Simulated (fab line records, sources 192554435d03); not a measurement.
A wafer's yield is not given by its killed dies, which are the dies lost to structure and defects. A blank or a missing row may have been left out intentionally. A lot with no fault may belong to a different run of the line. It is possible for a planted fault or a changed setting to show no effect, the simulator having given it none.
fab line records	flow n5Finfet
record lots=24	wafers=72	lastDay=18
route steps=1938 shown BEOL_M11@1599 BEOL_M12@1614 BEOL_M13@1692
lots untouched by any fault: they come from a run of this same line in which no faults occurred
startH: start of the lot's first displayed wafer, in hours after the record's first day	waitH: time in hours since the lot's previous step	" identical to the entry in the row above	L1.1+2: several wafers, shown together as one row	- either no value or no given start	* or withheld: withheld	< > ~ a bound
route shown NAME@n: NAME is a module with steps in the file, n the number in the route of the first one	usual: the fault-free wafers' mean and standard deviation	same: alike in all rows	chamber/n: place in a boat	sites: the reading at each site	_std_site: their standard deviation	_edge_site: the outer-site mean with the inner-site mean subtracted	radiusMm: for every site, how far away it sits from the centre of the wafer	mask NAME#n: copy n	behind: the most recent tool/chamber to have shaped the wafer	hold: why the lot was held/for how many hours/how that ended	device: which transistor (n, p or np) failed to switch	end of line: at the end of the route, the tests of the same wafers	a step with no rows: only its recipe	killed: the dies lost at the first sort to structure and to defects; this is not the yield of the wafer	map: dies across one wafer; x = killed, . = not, _ = none there
set.NAME: the run value of the setting; set.NAME@STEP: its run value at that earlier step	model.NAME: the simulator's own value behind a step, which no gauge read
route steps across a sampled set of lots; one table per step, one row per wafer
services: from which hour (startH, from the record's first day; less than 0 if before it) a tool's chamber was out of use, for how many hours, and why
## steps
# step N5_BEOL_M11_DEP_56
# recipe material=SiCN	targetThkA=300	tempC=withheld	precursor=3MS/NH3	pressureTorr=3	rfW=675	timeS=10.5
# usual showerheadPlenumPTorr=4.155/0.018	throttleValvePct=17.9/1.1
lot.wafer	tool	chamber	startH	waitH	showerheadPlenumPTorr	throttleValvePct
L074.2	pecvd-04	2	247.27	0.0	4.141	16.2
L074.5	"	0	"	"	4.173	17.8
L074.6	"	2	"	"	4.141	16.7
L076.3	pecvd-04	0	257.81	0.0	4.177	17.9
L076.5	"	1	"	"	4.124	17.1
L076.6	"	0	"	"	4.190	17.8
L075.1	pecvd-01	1	259.42	0.0	4.154	20.2
L075.2	"	2	"	"	4.129	17.4
L075.6	"	1	"	"	4.167	20.3
L077.1	pecvd-03	0	259.64	0.0	4.175	17.7
L077.3	"	2	"	"	4.165	16.8
L077.6	"	2	"	"	4.162	16.8
L080.3	pecvd-04	0	262.71	0.0	4.183	18.0
L080.4	"	2	"	"	4.143	16.8
L080.5	"	1	"	"	4.132	17.1
L078.1	pecvd-03	0	264.21	0.0	4.183	17.7
L078.2	"	2	"	"	4.159	16.8
L078.6	"	0	"	"	4.183	17.8
L079.1	pecvd-04	0	264.66	0.0	4.176	18.1
L079.4	"	1	"	"	4.137	17.3
L079.5	"	2	"	"	4.145	16.8
L081.1	pecvd-04	2	291.26	0.0	4.142	16.5
L081.2	"	0	"	"	4.170	17.7
L081.5	"	0	"	"	4.181	18.1
L084.1	pecvd-01	0	296.00	0.0	4.161	18.1
L084.3	"	2	"	"	4.134	17.4
L084.5	"	0	"	"	4.165	18.1
L082.2	pecvd-01	1	300.13	0.0	4.160	20.3
L082.5	"	1	"	"	4.174	20.2
L082.6	"	2	"	"	4.125	17.5
L083.2	pecvd-04	1	301.55	0.0	4.133	17.2
L083.4	"	0	"	"	4.173	18.0
L083.6	"	2	"	"	4.139	16.7
L086.3	pecvd-04	0	328.41	0.0	4.184	18.1
L086.5	"	1	"	"	4.127	17.3
L086.6	"	2	"	"	4.134	16.6
L087.2	pecvd-01	0	333.42	0.0	4.160	18.0
L087.4	"	1	"	"	4.164	20.0
L087.5	"	2	"	"	4.124	17.6
L088.2	pecvd-04	2	333.48	0.0	4.142	16.6
L088.3	"	1	"	"	4.142	17.3
L088.6	"	0	"	"	4.173	18.1
L085.3	pecvd-04	2	334.42	0.0	4.143	16.8
L085.4	"	2	"	"	4.138	16.7
L085.5	"	1	"	"	4.131	17.5
L090.1	pecvd-03	0	335.96	0.0	4.186	18.1
L090.2	"	1	"	"	4.171	18.9
L090.3	"	2	"	"	4.169	16.7
L089.1	pecvd-01	0	343.75	0.0	4.156	18.0
L089.3	"	2	"	"	4.142	17.7
L089.4	"	1	"	"	4.153	20.1
L092.2	pecvd-01	2	343.82	0.0	4.136	17.5
L092.4	"	0	"	"	4.167	18.0
L092.5	"	1	"	"	4.166	20.3
L091.2	pecvd-01	0	354.56	0.0	4.169	17.9
L091.4	"	2	"	"	4.138	17.6
L091.6	"	0	"	"	4.161	18.4
L094.3	pecvd-04	2	367.11	0.0	4.138	16.5
L094.4	"	1	"	"	4.137	17.1
L094.6	"	2	"	"	4.137	16.9
L095.4	pecvd-03	1	367.41	0.0	4.175	19.2
L095.5	"	2	"	"	4.170	17.1
L095.6	"	0	"	"	4.165	18.0
L093.2	pecvd-03	2	370.59	0.0	4.162	16.9
L093.3	"	0	"	"	4.176	18.0
L093.4	"	0	"	"	4.180	17.7
L096.2	pecvd-01	0	384.51	0.0	4.174	18.0
L096.3	"	2	"	"	4.130	17.6
L096.5	"	0	"	"	4.167	18.0
L097.1	pecvd-01	1	401.63	0.0	4.161	20.2
L097.4	"	2	"	"	4.145	17.7
L097.5	"	1	"	"	4.163	20.2
# step N5_BEOL_M12_INSPECT_12
# recipe mode=adi	inspectInstrument=macro
# usual rawDefectCount=2.1/1.4
lot.wafer	tool	chamber	startH	waitH	rawDefectCount
L074.2	defectInspect-02	-	248.01	0.0	3
L074.5	"	-	"	"	1
L074.6	"	-	"	"	2
L076.3	defectInspect-01	-	258.55	0.0	2
L076.5	"	-	"	"	1
L076.6	"	-	"	"	2
L075.1	defectInspect-02	-	260.05	0.0	3
L075.2	"	-	"	"	1
L075.6	"	-	"	"	0
L077.1	defectInspect-02	-	260.25	0.0	3
L077.3	"	-	"	"	3
L077.6	"	-	"	"	2
L080.3	defectInspect-02	-	263.32	0.0	2
L080.4	"	-	"	"	0
L080.5	"	-	"	"	2
L078.1	defectInspect-01	-	264.82	0.0	0
L078.2	"	-	"	"	1
L078.6	"	-	"	"	3
L079.1	defectInspect-02	-	265.29	0.0	0
L079.4	"	-	"	"	1
L079.5	"	-	"	"	1
L081.1	defectInspect-01	-	291.88	0.0	1
L081.2	"	-	"	"	6
L081.5	"	-	"	"	4
L084.1	defectInspect-02	-	296.74	0.0	0
L084.3	"	-	"	"	3
L084.5	"	-	"	"	0
L082.2	defectInspect-02	-	300.74	0.0	2
L082.5	"	-	"	"	3
L082.6	"	-	"	"	1
L083.2	defectInspect-01	-	302.17	0.0	1
L083.4	"	-	"	"	3
L083.6	"	-	"	"	1
L086.3	defectInspect-01	-	329.15	0.0	1
L086.5	"	-	"	"	2
L086.6	"	-	"	"	2
L087.2	defectInspect-01	-	334.08	0.0	4
L087.4	"	-	"	"	1
L087.5	"	-	"	"	1
L088.2	defectInspect-02	-	334.16	0.0	2
L088.3	"	-	"	"	5
L088.6	"	-	"	"	1
L085.3	defectInspect-01	-	335.07	0.0	3
L085.4	"	-	"	"	0
L085.5	"	-	"	"	3
L090.1	defectInspect-02	-	336.70	0.0	2
L090.2	"	-	"	"	2
L090.3	"	-	"	"	1
L089.1	defectInspect-02	-	344.49	0.0	0
L089.3	"	-	"	"	2
L089.4	"	-	"	"	1
L092.2	defectInspect-02	-	344.65	0.0	0
L092.4	"	-	"	"	2
L092.5	"	-	"	"	1
L091.2	defectInspect-02	-	355.18	0.0	1
L091.4	"	-	"	"	4
L091.6	"	-	"	"	2
L094.3	defectInspect-01	-	367.85	0.0	3
L094.4	"	-	"	"	0
L094.6	"	-	"	"	2
L095.4	defectInspect-01	-	368.03	0.0	4
L095.5	"	-	"	"	2
L095.6	"	-	"	"	2
L093.2	defectInspect-02	-	371.21	0.0	2
L093.3	"	-	"	"	2
L093.4	"	-	"	"	1
L096.2	defectInspect-02	-	385.25	0.0	3
L096.3	"	-	"	"	1
L096.5	"	-	"	"	6
L097.1	defectInspect-01	-	402.24	0.0	1
L097.4	"	-	"	"	2
L097.5	"	-	"	"	0
# step N5_BEOL_M12_SPUTTER_45
# recipe material=Cu	targetThkA=800	tempC=-20	biasV=60	powerW=26000	chamberPressurePa=0.13	timeS=13.33
# usual substrateTempC=-20.00/0.12	throttleValvePct=30.1/0.8
lot.wafer	tool	chamber	startH	waitH	substrateTempC	throttleValvePct
L074.2	pvdSputter-02	-	250.59	0.0	-20.24	30.8
L074.5	"	-	"	"	-19.99	30.8
L074.6	"	-	"	"	-19.75	29.2
L076.3	pvdSputter-02	-	262.60	0.0	-20.09	28.9
L076.5	"	-	"	"	-20.02	28.9
L076.6	"	-	"	"	-19.96	29.4
L075.1	pvdSputter-03	-	262.92	0.0	-20.06	31.2
L075.2	"	-	"	"	-20.19	31.2
L075.6	"	-	"	"	-20.03	31.0
L077.1	pvdSputter-03	-	264.00	0.0	-19.97	30.4
L077.3	"	-	"	"	-19.85	31.0
L077.6	"	-	"	"	-19.91	29.9
L080.3	pvdSputter-03	-	270.03	0.0	-20.25	30.7
L080.4	"	-	"	"	-19.98	30.0
L080.5	"	-	"	"	-20.08	30.6
L078.1	pvdSputter-03	-	270.75	0.0	-20.07	31.0
L078.2	"	-	"	"	-20.14	31.3
L078.6	"	-	"	"	-20.00	30.6
L079.1	pvdSputter-03	-	271.19	0.0	-20.07	30.9
L079.4	"	-	"	"	-20.08	30.9
L079.5	"	-	"	"	-20.12	30.4
L081.1	pvdSputter-01	-	298.50	0.0	-20.09	29.6
L081.2	"	-	"	"	-19.97	29.7
L081.5	"	-	"	"	-19.98	28.2
L084.1	pvdSputter-02	-	300.35	0.0	-20.10	29.8
L084.3	"	-	"	"	-19.92	29.1
L084.5	"	-	"	"	-20.01	29.5
L082.2	pvdSputter-02	-	304.63	0.0	-20.01	29.4
L082.5	"	-	"	"	-19.96	30.6
L082.6	"	-	"	"	-20.08	29.6
L083.2	pvdSputter-03	-	310.63	0.0	-19.96	30.7
L083.4	"	-	"	"	-19.98	30.8
L083.6	"	-	"	"	-19.81	30.6
L086.3	pvdSputter-03	-	334.01	0.0	-19.95	30.9
L086.5	"	-	"	"	-20.17	30.8
L086.6	"	-	"	"	-20.06	30.3
L087.2	pvdSputter-02	-	338.08	0.0	-20.00	29.9
L087.4	"	-	"	"	-20.13	30.7
L087.5	"	-	"	"	-20.10	29.5
L088.2	pvdSputter-03	-	338.08	0.0	-19.88	30.3
L088.3	"	-	"	"	-19.79	30.9
L088.6	"	-	"	"	-19.96	30.7
L085.3	pvdSputter-01	-	341.04	0.0	-20.35	28.1
L085.4	"	-	"	"	-20.19	29.8
L085.5	"	-	"	"	-19.92	29.3
L090.1	pvdSputter-01	-	342.52	0.0	-20.15	28.0
L090.2	"	-	"	"	-19.95	30.3
L090.3	"	-	"	"	-19.87	29.2
L089.1	pvdSputter-02	-	349.38	0.0	-20.01	30.7
L089.3	"	-	"	"	-20.07	29.4
L089.4	"	-	"	"	-19.84	29.7
L092.2	pvdSputter-02	-	352.44	0.0	-19.97	29.4
L092.4	"	-	"	"	-20.05	31.2
L092.5	"	-	"	"	-20.10	29.3
L091.2	pvdSputter-01	-	360.11	0.0	-19.85	29.4
L091.4	"	-	"	"	-20.01	29.4
L091.6	"	-	"	"	-19.93	30.1
L094.3	pvdSputter-02	-	373.33	0.0	-20.12	29.6
L094.4	"	-	"	"	-19.97	29.3
L094.6	"	-	"	"	-20.01	28.8
L095.4	pvdSputter-02	-	374.19	0.0	-19.97	29.8
L095.5	"	-	"	"	-20.12	29.0
L095.6	"	-	"	"	-19.97	29.8
L093.2	pvdSputter-03	-	376.26	0.0	-19.99	31.1
L093.3	"	-	"	"	-20.16	31.0
L093.4	"	-	"	"	-19.91	30.1
L096.2	pvdSputter-03	-	389.06	0.0	-20.06	30.7
L096.3	"	-	"	"	-19.95	30.9
L096.5	"	-	"	"	-19.94	30.8
L097.1	pvdSputter-03	-	406.29	0.0	-19.99	30.0
L097.4	"	-	"	"	-20.03	31.0
L097.5	"	-	"	"	-20.01	31.0
# step N5_BEOL_M12_THK_MEAS_50
# recipe thkMeasGauge=xrf	reads=Cu_of_BEOL_M12_ECD_47
# usual M12_THK=325/7
lot.wafer	tool	chamber	startH	waitH	M12_THK[nm]
L074.2	filmMetro-01	-	251.44	-	333
L074.5	"	-	"	"	324
L074.6	"	-	"	"	315
L076.3	filmMetro-01	-	263.45	-	314
L076.5	"	-	"	"	312
L076.6	"	-	"	"	321
L075.1	filmMetro-01	-	263.79	-	330
L075.2	"	-	"	"	317
L075.6	"	-	"	"	314
L077.1	filmMetro-02	-	264.86	-	330
L077.3	"	-	"	"	313
L077.6	"	-	"	"	330
L080.3	filmMetro-02	-	270.89	-	337
L080.4	"	-	"	"	323
L080.5	"	-	"	"	328
L078.1	filmMetro-01	-	271.60	-	332
L078.2	"	-	"	"	315
L078.6	"	-	"	"	326
L079.1	filmMetro-02	-	272.04	-	320
L079.4	"	-	"	"	323
L079.5	"	-	"	"	324
L081.1	filmMetro-01	-	302.30	-	332
L081.2	"	-	"	"	340
L081.5	"	-	"	"	332
L084.1	filmMetro-01	-	303.65	-	331
L084.3	"	-	"	"	324
L084.5	"	-	"	"	315
L082.2	filmMetro-01	-	308.67	-	328
L082.5	"	-	"	"	325
L082.6	"	-	"	"	318
L083.2	filmMetro-02	-	311.49	-	327
L083.4	"	-	"	"	317
L083.6	"	-	"	"	324
L086.3	filmMetro-02	-	336.43	-	326
L086.5	"	-	"	"	322
L086.6	"	-	"	"	331
L087.2	filmMetro-01	-	338.93	-	333
L087.4	"	-	"	"	331
L087.5	"	-	"	"	335
L088.2	filmMetro-01	-	339.04	-	336
L088.3	"	-	"	"	328
L088.6	"	-	"	"	324
L085.3	filmMetro-01	-	341.91	-	342
L085.4	"	-	"	"	331
L085.5	"	-	"	"	340
L090.1	filmMetro-01	-	343.38	-	318
L090.2	"	-	"	"	321
L090.3	"	-	"	"	328
L089.1	filmMetro-02	-	350.60	-	326
L089.3	"	-	"	"	319
L089.4	"	-	"	"	310
L092.2	filmMetro-01	-	353.31	-	335
L092.4	"	-	"	"	330
L092.5	"	-	"	"	329
L091.2	filmMetro-02	-	361.26	-	323
L091.4	"	-	"	"	316
L091.6	"	-	"	"	337
L094.3	filmMetro-02	-	374.18	-	324
L094.4	"	-	"	"	332
L094.6	"	-	"	"	323
L095.4	filmMetro-01	-	375.71	-	316
L095.5	"	-	"	"	316
L095.6	"	-	"	"	325
L093.2	filmMetro-02	-	380.15	-	331
L093.3	"	-	"	"	324
L093.4	"	-	"	"	325
L096.2	filmMetro-02	-	390.14	-	324
L096.3	"	-	"	"	334
L096.5	"	-	"	"	332
L097.1	filmMetro-02	-	407.36	-	326
L097.4	"	-	"	"	330
L097.5	"	-	"	"	316
# step N5_BEOL_M13_DESCUM_33
# recipe chemistry=O2	timeS=7.9	sourcePowerW=50	biasPowerW=20	pressureMtorr=20	rfFrequencyHz=2.712e+07	tempC=40	o2FlowSccm=225
# usual drypumpMotorCurrentA=5.7/0.6	oesProductAu=0.79/0.092	rfVppV=242.6/1.3	showerheadPlenumPTorr=2.06/0.071	tempC=40.00/0.096	throttleValvePct=20.32/0.29
lot.wafer	tool	chamber	startH	waitH	drypumpMotorCurrentA	oesProductAu	rfHoursCounterH	rfVppV	showerheadPlenumPTorr	tempC	throttleValvePct
L074.2	rieDiel-03	2	253.24	0.0	5.6	0.71	226	242.9	2.09	40.03	20.90
L074.5	"	2	"	"	5.6	0.71	-	243.6	2.09	40.14	20.91
L074.6	"	1	"	"	6.3	0.68	-	244.2	2.14	40.03	20.17
L076.3	rieDiel-03	3	265.15	0.0	5.8	0.76	122	242.8	2.10	40.05	20.19
L076.5	"	2	"	"	5.6	0.71	-	242.8	2.09	39.94	20.91
L076.6	"	3	"	"	5.8	0.76	-	243.8	2.10	40.14	20.19
L075.1	rieDiel-03	2	265.69	0.0	5.6	0.71	231	242.6	2.09	39.90	20.90
L075.2	"	0	"	"	5.1	0.97	4	243.6	2.06	40.17	20.48
L075.6	"	0	"	"	5.1	0.97	-	241.2	2.06	40.11	20.48
L077.1	rieDiel-04	2	266.53	0.0	5.2	0.72	174	243.5	2.10	40.12	20.17
L077.3	"	3	"	"	6.2	0.71	228	241.5	2.04	39.81	20.25
L077.6	"	2	"	"	5.2	0.73	-	242.1	2.10	40.03	20.20
L080.3	rieDiel-02	1	272.70	0.0	6.6	0.68	230	243.9	2.16	40.14	20.68
L080.4	"	0	"	"	5.7	0.67	249	245.6	2.16	40.01	21.13
L080.5	"	2	"	"	4.7	0.88	-	242.2	2.14	39.92	20.34
L078.1	rieDiel-02	1	273.28	0.0	6.5	0.67	230	241.6	2.16	39.95	20.68
L078.2	"	2	"	"	4.7	0.89	30	244.4	2.14	39.98	20.32
L078.6	"	0	"	"	5.7	0.68	-	243.6	2.16	40.06	21.11
L079.1	rieDiel-04	2	274.62	0.9	5.2	0.72	177	242.3	2.10	39.80	20.22
L079.4	"	3	"	"	6.2	0.71	231	242.6	2.04	40.17	20.25
L079.5	"	2	"	"	5.2	0.73	-	243.5	2.10	40.00	20.20
L081.1	rieDiel-03	0	304.10	0.0	5.1	0.93	9	244.0	2.06	39.90	20.49
L081.2	"	3	"	"	5.8	0.75	131	242.0	2.10	40.17	20.22
L081.5	"	2	"	"	5.6	0.70	-	242.6	2.09	40.05	20.92
L084.1	rieDiel-04	3	305.43	0.0	6.2	0.70	240	243.3	2.04	39.94	20.26
L084.3	"	2	"	"	5.2	0.71	185	242.5	2.09	39.80	20.19
L084.5	"	1	"	"	5.3	0.78	-	241.3	2.02	39.85	20.08
L082.2	rieDiel-04	3	310.82	0.2	6.2	0.71	241	241.8	2.04	40.00	20.27
L082.5	"	3	"	"	6.2	0.71	-	242.4	2.04	39.86	20.25
L082.6	"	2	"	"	5.2	0.71	-	242.0	2.09	40.04	20.20
L083.2	rieDiel-04	0	313.34	0.2	5.9	0.71	170	241.4	1.91	39.75	20.44
L083.4	"	3	"	"	6.2	0.70	242	242.7	2.04	40.03	20.26
L083.6	"	0	"	"	5.9	0.71	-	240.9	1.91	39.83	20.46
L086.3	rieDiel-02	0	338.31	0.1	5.8	0.94	15	244.9	2.15	40.05	20.72
L086.5	"	2	"	"	4.6	0.85	-	245.6	2.13	40.17	20.36
L086.6	"	0	"	"	5.7	0.93	-	243.5	2.15	40.01	20.73
L087.2	rieDiel-02	3	340.64	0.0	6.6	0.81	98	242.8	2.02	40.03	20.01
L087.4	"	3	"	"	6.6	0.82	-	241.5	2.02	39.99	20.01
L087.5	"	0	"	"	5.7	0.94	-	243.5	2.15	40.10	20.74
L088.2	rieDiel-02	0	341.19	0.4	5.8	0.94	17	244.3	2.15	40.06	20.73
L088.3	"	2	"	"	4.6	0.86	52	243.9	2.13	39.87	20.36
L088.6	"	0	"	"	5.7	0.93	-	244.5	2.15	40.00	20.72
L085.3	rieDiel-04	1	343.72	0.0	5.3	0.78	133	241.6	2.01	39.93	20.09
L085.4	"	1	"	"	5.3	0.78	-	242.6	2.01	39.89	20.10
L085.5	"	0	"	"	5.9	0.72	-	239.4	1.91	40.04	20.48
L090.1	rieDiel-03	3	345.18	0.0	5.8	0.73	146	243.2	2.09	40.07	20.23
L090.2	"	1	"	"	6.3	0.90	22	244.1	2.13	39.99	19.85
L090.3	"	0	"	"	5.1	0.93	15	241.9	2.06	39.94	20.49
L089.1	rieDiel-04	0	352.93	0.0	5.9	0.71	181	239.7	1.91	39.98	20.48
L089.3	"	1	"	"	5.3	0.78	136	241.1	2.01	40.00	20.13
L089.4	"	2	"	"	5.2	0.71	-	242.9	2.09	39.97	20.22
L092.2	rieDiel-04	3	355.11	0.0	6.2	0.99	0	241.9	2.03	40.03	19.97
L092.4	"	2	"	"	5.2	0.70	202	243.2	2.09	40.08	20.23
L092.5	"	3	"	"	6.2	0.99	-	241.2	2.03	40.03	19.96
L091.2	rieDiel-04	0	363.42	0.2	5.9	0.71	185	239.8	1.91	40.00	20.46
L091.4	"	3	"	"	6.3	0.97	3	241.7	2.03	39.97	19.94
L091.6	"	2	"	"	5.2	0.70	-	242.1	2.09	39.97	20.22
L094.3	rieDiel-04	3	376.17	0.1	6.2	0.95	8	242.6	2.03	40.02	19.96
L094.4	"	1	"	"	5.3	0.77	144	242.2	2.01	39.97	20.12
L094.6	"	0	"	"	5.9	0.70	-	238.9	1.91	40.06	20.48
L095.4	rieDiel-04	1	378.01	0.0	5.3	0.77	144	241.8	2.01	40.03	20.12
L095.5	"	1	"	"	5.3	0.78	-	241.4	2.01	39.94	20.11
L095.6	"	2	"	"	5.2	0.70	-	242.6	2.09	39.98	20.23
L093.2	rieDiel-02	2	382.10	0.0	4.7	0.84	62	242.9	2.13	39.88	20.38
L093.3	"	1	"	"	6.6	0.94	10	243.6	2.14	40.02	20.42
L093.4	"	3	"	"	6.6	0.80	109	242.8	2.01	40.07	20.00
L096.2	rieDiel-02	2	392.12	0.0	4.6	0.82	66	243.8	2.13	39.96	20.38
L096.3	"	3	"	"	6.6	0.79	112	241.8	2.01	39.90	20.02
L096.5	"	1	"	"	6.6	0.93	-	243.8	2.14	40.06	20.44
L097.1	rieDiel-02	1	409.29	0.0	6.6	0.91	19	243.4	2.14	40.13	20.42
L097.4	"	2	"	"	4.6	0.81	71	244.7	2.12	39.98	20.40
L097.5	"	3	"	"	6.6	0.78	-	240.3	2.01	39.95	20.03
# step N5_BEOL_M13_THK_MEAS_50
# recipe thkMeasGauge=xrf	reads=Cu_of_BEOL_M13_ECD_47
# usual M13_THK=427/8.4
lot.wafer	tool	chamber	startH	waitH	M13_THK[nm]
L074.2	filmMetro-02	-	257.44	-	413
L074.5	"	-	"	"	416
L074.6	"	-	"	"	419
L076.3	filmMetro-02	-	276.24	-	434
L076.5	"	-	"	"	424
L076.6	"	-	"	"	437
L075.1	filmMetro-01	-	277.58	-	423
L075.2	"	-	"	"	435
L075.6	"	-	"	"	436
L077.1	filmMetro-01	-	280.13	-	424
L077.3	"	-	"	"	442
L077.6	"	-	"	"	430
L080.3	filmMetro-02	-	281.69	-	416
L080.4	"	-	"	"	420
L080.5	"	-	"	"	436
L078.1	filmMetro-01	-	282.23	-	416
L078.2	"	-	"	"	438
L078.6	"	-	"	"	417
L079.1	filmMetro-02	-	283.05	-	416
L079.4	"	-	"	"	431
L079.5	"	-	"	"	413
L081.1	filmMetro-01	-	311.82	-	428
L081.2	"	-	"	"	433
L081.5	"	-	"	"	419
L084.1	filmMetro-02	-	314.43	-	430
L084.3	"	-	"	"	419
L084.5	"	-	"	"	420
L082.2	filmMetro-01	-	315.09	-	437
L082.5	"	-	"	"	434
L082.6	"	-	"	"	423
L083.2	filmMetro-01	-	316.83	-	421
L083.4	"	-	"	"	434
L083.6	"	-	"	"	417
L086.3	filmMetro-02	-	342.60	-	434
L086.5	"	-	"	"	433
L086.6	"	-	"	"	428
L087.2	filmMetro-01	-	344.41	-	441
L087.4	"	-	"	"	434
L087.5	"	-	"	"	438
L088.2	filmMetro-02	-	344.76	-	430
L088.3	"	-	"	"	434
L088.6	"	-	"	"	427
L090.1	filmMetro-02	-	350.06	-	431
L090.2	"	-	"	"	428
L090.3	"	-	"	"	432
L085.3	filmMetro-02	-	350.63	-	424
L085.4	"	-	"	"	419
L085.5	"	-	"	"	423
L089.1	filmMetro-01	-	357.87	-	416
L089.3	"	-	"	"	423
L089.4	"	-	"	"	409
L092.2	filmMetro-02	-	359.93	-	426
L092.4	"	-	"	"	417
L092.5	"	-	"	"	424
L091.2	filmMetro-02	-	371.06	-	423
L091.4	"	-	"	"	426
L091.6	"	-	"	"	414
L094.3	filmMetro-02	-	382.64	-	436
L094.4	"	-	"	"	431
L094.6	"	-	"	"	419
L095.4	filmMetro-02	-	385.37	-	423
L095.5	"	-	"	"	426
L095.6	"	-	"	"	415
L093.2	filmMetro-01	-	386.63	-	441
L093.3	"	-	"	"	443
L093.4	"	-	"	"	441
L096.2	filmMetro-02	-	394.37	-	430
L096.3	"	-	"	"	432
L096.5	"	-	"	"	430
L097.1	filmMetro-01	-	411.87	-	430
L097.4	"	-	"	"	433
L097.5	"	-	"	"	438
## services
tool	chamber	startH	hours	kind
pecvd-03	-	225.10	5.1	repair
pecvd-04	0	237.60	2.1	scheduledDown
rieDiel-02	0	238.33	5.8	repair
rieDiel-03	-	271.55	14.6	pm
rieDiel-02	0	274.53	-	clean
rieDiel-02	0	274.53	-	consumableReplace:focusRing
rieDiel-02	0	274.53	14.8	scheduledDown
rieDiel-02	0	274.53	14.8	ventCycle
pecvd-04	2	294.41	2.1	scheduledDown
rieDiel-03	0	318.78	21.1	repair
rieDiel-04	0	319.25	5.6	repair
rieDiel-02	1	330.24	-	clean
rieDiel-02	1	330.24	-	consumableReplace:focusRing
rieDiel-02	1	330.24	18.0	scheduledDown
rieDiel-02	1	330.24	18.0	ventCycle
rieDiel-04	3	338.66	-	clean
rieDiel-04	3	338.66	-	consumableReplace:focusRing
rieDiel-04	3	338.66	15.6	scheduledDown
rieDiel-04	3	338.66	15.6	ventCycle
pecvd-03	1	341.51	5.2	repair
pecvd-04	-	343.24	1.7	repair
pvdSputter-02	-	357.48	4.6	repair
rieDiel-04	0	408.04	3.4	repair
pecvd-01	-	408.67	2.8	pm
## key
fault none
